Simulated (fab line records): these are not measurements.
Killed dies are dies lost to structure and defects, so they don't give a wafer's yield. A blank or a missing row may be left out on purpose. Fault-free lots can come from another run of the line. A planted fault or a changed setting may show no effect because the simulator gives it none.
Matching of chambers + flow nand_harc + NHARC_A_CHANNEL_FILL_D1_ETCHBACK_19 on rie_si-05 has 4 sister chambers
The step etches the open film in HBr/Cl2, target depth 5 nm, time 1.7 s. 4 wafers are shown with their chamber, then 7 later ones without.

== WAFERS WITH THEIR CHAMBER ==
| wafer  | chamber | oes_product_au (a.u.) |
|--------|---------|-----------------------|
| L076.4 | 1       | 1.021                 |
| L078.4 | 2       | 1.013                 |
| L085.2 | 3       | 1.006                 |
| L085.3 | 0       | 0.996                 |

== WAFERS WITH NO CHAMBER GIVEN ==
| wafer  | oes_product_au (a.u.) |
|--------|-----------------------|
| L085.6 | 1.002                 |
| L095.1 | 1.005                 |
| L095.2 | 1.001                 |
| L095.5 | 1.005                 |
| L097.2 | 0.994                 |
| L097.3 | 0.998                 |
| L097.5 | 0.997                 |

== WHICH CHAMBER EACH ONE RAN IN ==
| wafer  | from the rows above     | in truth                   |
|--------|-------------------------|----------------------------|
| L085.6 | can't be placed: 3 or 0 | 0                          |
| L095.1 | 3                       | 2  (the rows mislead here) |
| L095.2 | can't be placed: 0 or 3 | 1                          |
| L095.5 | 3                       | 3                          |
| L097.2 | 0                       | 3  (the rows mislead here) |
| L097.3 | 0                       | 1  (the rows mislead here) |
| L097.5 | 0                       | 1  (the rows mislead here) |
Correctly placed: 1 of 7. Cannot be placed on the basis of these rows: 2; the candidates contain the true chamber in 1. Number placed wrongly: 4.
How it was worked out, from the rows above alone: a wafer's distance from a chamber is the root of the sum, over the readings, of the square of ((its reading less the chamber's mean) divided by the reading's scatter). If the next closest chamber is less than 2 further off than the closest, the wafer can't be placed; otherwise it belongs to the closest. The mean given for a chamber averages the wafers shown for that chamber. The scatter: with one shown wafer a chamber, the root of the mean of the squares of how far each hidden wafer lies from its nearest shown one.
